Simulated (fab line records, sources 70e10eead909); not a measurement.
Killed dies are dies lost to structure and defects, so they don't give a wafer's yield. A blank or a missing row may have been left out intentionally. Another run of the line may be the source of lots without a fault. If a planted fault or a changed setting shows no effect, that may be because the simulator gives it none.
Problem report, 8D (eight disciplines) form, completed by code / flow nand_harc / the parts of the form that need people (team, actions taken, sign-off) are left out

== 1. THE PROBLEM ==
Wafers without a fault read 90.4 nm, standard deviation 0.83; cd_nm at NHARC_P_M0_CD_MEAS_09 reads a mean of 71.2 nm on 9 wafers belonging to 3 lots. Measured from the usual mean, that is -23 standard deviations.
The step: target cd 90 nm.
Earliest sighting: wafer L654.2 on cd_sem-01 at day 9 22:08. The record holds 45 wafers of 15 lots with a number at this step. The rule behind "out" and "out of limits": a value lying over 4 standard deviations away from the usual mean. The rest of the wafers with a number are treated as sound.

== 2. WHAT THIS IS AND IS NOT ==
question=which readings at this step | is=cd_nm | is not=-
question=which lots | is=L654, L658, L660 | is not=L639, L640, L642, L643, L645, L646, L647, L649, L650, L651, L653, L661
question=which wafers of those lots | is=all that have a number | is not=-
question=read on which gauges | is=cd_sem-01, cd_sem-03 | is not=cd_sem-02
question=when | is=from day 9 22:08 | is not=up to then (33 sound wafers); but 3 sound wafers of L661 came after

== 3. SUSPECTS, AND WHAT RULES EACH OUT ==
Counting: a tool at any process step up to the reading remains a suspect when it ran all the lots that are out and ran no sound lot after the first of those.
- the gauge at NHARC_P_M0_CD_MEAS_09: ruled out. Those wafers that are out were read across 2 gauges (cd_sem-01, cd_sem-03).
- rie_diel-04 at NHARC_P_CONTACT_ETCH_18 (etches the open film in C4F8/O2/Ar, target depth 481 nm, time 240.5 s): kept. Every lot that is out went through it, starting with L654 (day 9 14:56), and after that it ran no sound lot; the last sound lot it ran before then is L650 (day 8 20:12). NHARC_P_CONTACT_ETCH_18 gives no start for some lots, so the hours and the order of its lots are those of NHARC_P_CONTACT_ALD_22.
- arfi_scanner-02 at NHARC_P_M0_EXPOSE_06 (exposes mask P M0, target cd 90 nm): kept. Every lot that is out went through it, starting with L654 (day 9 22:00), and after that it ran no sound lot; the last sound lot it ran before then is L650 (day 8 22:20). Out on those wafers are its own readings of exposure_dose_mJ_cm2.
What counting leaves: rie_diel-04 at NHARC_P_CONTACT_ETCH_18 and arfi_scanner-02 at NHARC_P_M0_EXPOSE_06.

== 4. THE CAUSE (what the simulator had put in) ==
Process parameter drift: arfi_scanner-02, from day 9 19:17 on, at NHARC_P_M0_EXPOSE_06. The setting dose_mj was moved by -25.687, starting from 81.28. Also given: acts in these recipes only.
Counting left 2 suspects, and this tool is among them.

== 5. THE CHAIN OF EFFECTS, in route order ==
Each row: a reading where the mean over the struck wafers with a number is more than 3 standard deviations away from the usual. Readings are gone through only where the record gives a usual standard deviation; hours: the median, over the lots, of the time from a lot's start at the first step in this table giving one to that lot's start at this step; sigmas: the change measured in usual standard deviations.
hours=0; step=NHARC_P_M0_EXPOSE_06; reading=exposure_dose_mJ_cm2; usual=81.25; on struck wafers=60.01; change=-21.24; sigmas=-99 or more
hours=0; step=NHARC_P_M0_CD_MEAS_09; reading=cd_nm; usual=90.4 nm; on struck wafers=71.2; change=-19.2; sigmas=-23
The process steps in it:
- NHARC_P_M0_EXPOSE_06: exposes mask P M0, target cd 90 nm.

== 6. HOW IT WOULD HAVE BEEN CAUGHT EARLIER ==
Counted from the fault's start at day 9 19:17, it took 3 hours until the first out-of-limits reading at a measuring or inspecting step in this record, taken at day 9 22:08.
At NHARC_P_M0_EXPOSE_06, the tool's own readings (exposure_dose_mJ_cm2) were out on each struck wafer the step has a row for, so an alarm limit on them would have fired on the first such wafer.
Lots out: 3; of these, L658, L660 started NHARC_P_M0_EXPOSE_06 on arfi_scanner-02 after day 9 22:08. A hold on the tool at that time would have spared those 2.
